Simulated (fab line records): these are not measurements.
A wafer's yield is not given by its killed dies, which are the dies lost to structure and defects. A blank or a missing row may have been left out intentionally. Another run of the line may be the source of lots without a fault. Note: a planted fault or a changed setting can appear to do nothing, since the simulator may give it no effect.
Comparing a struck lot with a sound one -- flow nand-harc -- 28 out of 1302 route steps
Sound: wafers L826.3, L826.4, L826.5. Struck: wafer L831.1 (L831.2, L831.5, from the same lot, were not struck and are left out); the cause is given at the end.
At each step with rows: each side's tool, then ch and its chambers, then its first start. Under that, the readings that differ: sound wafers -- struck wafers -- difference of the means -- sigmas: that difference in standard deviations of wafers without a fault.
alike: same words and numbers on both sides, and readings whose means sit less than 2 such deviations apart. not compared: any withheld reading, any reading some wafer has no value for, any bound like >300 that may hide the same value, and any number with overlapping values for which the record gives no deviation.
A row with sigmas, a row that says differs or no value, or rows on one side alone: a step with any of these is where the two part. Non-overlapping numbers with no deviation appear without sigmas and do not part them. A reading missing from all wafers of one side parts the sides only when that side holds two or more wafers.

NHARC_A_CHANNEL_HOLE_D2_INSPECT_12:
  sound on defect-inspect-02 at day 15 02:55; struck on defect-inspect-02 at day 17 09:46
reading,sound,struck,difference,sigmas
raw-defect-count,11 9 3,64,+56,+3
NHARC_A_CHANNEL_HOLE_D2_DESCUM_15: chemistry O2, time 3 s.
  sound on rie-diel-13 ch 0,1, day 15 02:59; struck on rie-diel-01 ch 2, day 17 09:49
  alike: drypump-motor-current-A, oes-product-au, rf-vpp-V, showerhead-plenum-p-Torr, throttle-valve-pct
  not compared: rf-hours-counter-h
then, 3 steps without rows for these wafers: NHARC_A_CHANNEL_HOLE_D2_ETCH_38 (etches the open film in CF4, target depth 39 nm, time 65 s); NHARC_A_CHANNEL_HOLE_D2_ETCH_39 (etches the open film in N2/H2, target depth 260 nm, time 325 s); NHARC_A_CHANNEL_HOLE_D2_ETCH_34 (etches the open film in CF4/CHF3, target depth 154 nm, time 77 s).
NHARC_A_CHANNEL_HOLE_D2_ETCH_16: etches the open film in O2/COS, target depth 3100 nm, time 806 s.
  sound on rie-diel-13 ch 0,2,3; struck on rie-diel-01 ch 0
  alike: drypump-motor-current-A, oes-product-au, rf-vpp-V, showerhead-plenum-p-Torr, throttle-valve-pct
  not compared: rf-hours-counter-h
NHARC_A_CHANNEL_HOLE_D2_CD_MEAS_18:
  sound on cd-sem-01 at day 15 04:06; struck on cd-sem-01 at day 17 10:56
reading,sound,struck,difference,sigmas
cd-nm (nm),101.6 99.7 100.9,96.2,-4.5,-3
NHARC_A_CHANNEL_HOLE_D2_ETCH_19: etches the open film in C4F8/O2/Ar, time 34.5 s.
  sound on har-etch-01 ch 0,1, day 15 06:14; struck on har-etch-02 ch 0, day 17 11:00
reading,sound,struck,difference,sigmas
rf-hours-counter-h (h),- - -,0,no value on the sound wafers,
  alike: drypump-motor-current-A, showerhead-plenum-p-Torr, throttle-valve-pct
then, 4 steps without rows for these wafers: NHARC_A_CHANNEL_HOLE_D2_ETCH_20 (etches the open film in C4F8/O2/Ar, time 361.9 s, target depth 1600 nm); NHARC_A_CHANNEL_HOLE_D2_ETCH_21 (etches the open film in C4F8/O2/Ar, time 514.3 s, target depth 1600 nm); NHARC_A_CHANNEL_HOLE_D2_ETCH_22 (etches the open film in C4F8/O2/Ar, time 666.7 s, target depth 1600 nm); NHARC_A_CHANNEL_HOLE_D2_ETCH_23 (etches the open film in C4F8/O2/Ar, time 819 s, target depth 1600 nm).
NHARC_A_CHANNEL_HOLE_D2_ETCH_24: etches the open film in C4F8/O2/Ar, time 906.2 s, target depth 1500 nm.
  sound on har-etch-01 ch 0,1, day 15 08:36; struck on har-etch-02 ch 0, day 17 13:08
reading,sound,struck,difference,sigmas
rf-hours-counter-h (h),- - -,2,no value on the sound wafers,
  alike: drypump-motor-current-A, showerhead-plenum-p-Torr, throttle-valve-pct
then, 7 steps without rows for these wafers: NHARC_A_CHANNEL_HOLE_D2_ETCH_25 (etches the open film in C4F8/O2/Ar, time 1040.2 s, target depth 1500 nm); NHARC_A_CHANNEL_HOLE_D2_ETCH_26 (etches the open film in C4F8/O2/Ar, time 224.1 s, target depth 300 nm); NHARC_A_CHANNEL_HOLE_D2_ETCH_27 (etches the open film in C4F8/O2/Ar, time 90 s, target depth 400 nm); NHARC_A_CHANNEL_HOLE_D2_STRIP_41 (strips in N2/H2); NHARC_A_CHANNEL_HOLE_D2_STRIP_42 (strips in CF4/CHF3); NHARC_A_CHANNEL_HOLE_D2_STRIP_43 (strips in O2/COS); NHARC_A_CHANNEL_HOLE_D2_ETCH_44 (etches the open film in CF4/O2, target depth 140 nm, overetch 14 nm, time 77 s).
NHARC_A_CHANNEL_HOLE_D2_STRIP_28: strips in O2.
  sound on rie-diel-07 ch 0,1; struck on rie-diel-13 ch 0
reading,sound,struck,difference,sigmas
oes-product-au (a.u.),0.986 0.995 0.995,1.012,+0.020,+3
  alike: drypump-motor-current-A, rf-vpp-V, showerhead-plenum-p-Torr, throttle-valve-pct
  not compared: rf-hours-counter-h
then, 2 steps without rows for these wafers: NHARC_A_CHANNEL_HOLE_D2_PRECLEAN_29 (cleans in SC1); NHARC_A_CHANNEL_HOLE_D2_SRD_30.
NHARC_A_CHANNEL_HOLE_D2_CD_MEAS_31:
  sound on cd-sem-01 at day 15 11:44; struck on cd-sem-02 at day 17 16:59
  alike: cd-nm
NHARC_A_CHANNEL_HOLE_D2_XSEM_32:
  sound on xsem-02 ch 0, day 15 11:50; struck on xsem-01 ch 0, day 17 17:04
  alike: bot-cd-nm, bow-nm, tilt-deg
NHARC_A_CHANNEL_HOLE_D2_INSPECT_40:
  sound on defect-inspect-02 at day 15 11:56; struck on defect-inspect-02 at day 17 17:10
reading,sound,struck,difference,sigmas
raw-defect-count,336 287 202,666,+391,+5
then, 1 step without rows for these wafers: NHARC_A_CHANNEL_FILL_D2_PRECLEAN_00 (cleans in SC1).
-- record jumps: 11 days between struck wafers' starts before vs after; left off in module A_CHANNEL_FILL_D2, resumes in module END, first step shown is number 1302 of the route --
NHARC_END_SORT_01:
  sound on prober-01 ch 0, day 26 16:55; struck on prober-02 ch 0, day 28 10:54
reading,sound,struck,difference,sigmas
killed-at-array,32 34 16,119,+92,+4
killed-dies,37 35 19,122,+92,+4
  alike: killed-at-other, killed-at-periphery, killed-open, killed-short

== WHERE THEY PART ==
Earliest at NHARC_A_CHANNEL_HOLE_D2_INSPECT_12; latest, in this record, at NHARC_END_SORT_01.

WHY: whatever the simulator had introduced
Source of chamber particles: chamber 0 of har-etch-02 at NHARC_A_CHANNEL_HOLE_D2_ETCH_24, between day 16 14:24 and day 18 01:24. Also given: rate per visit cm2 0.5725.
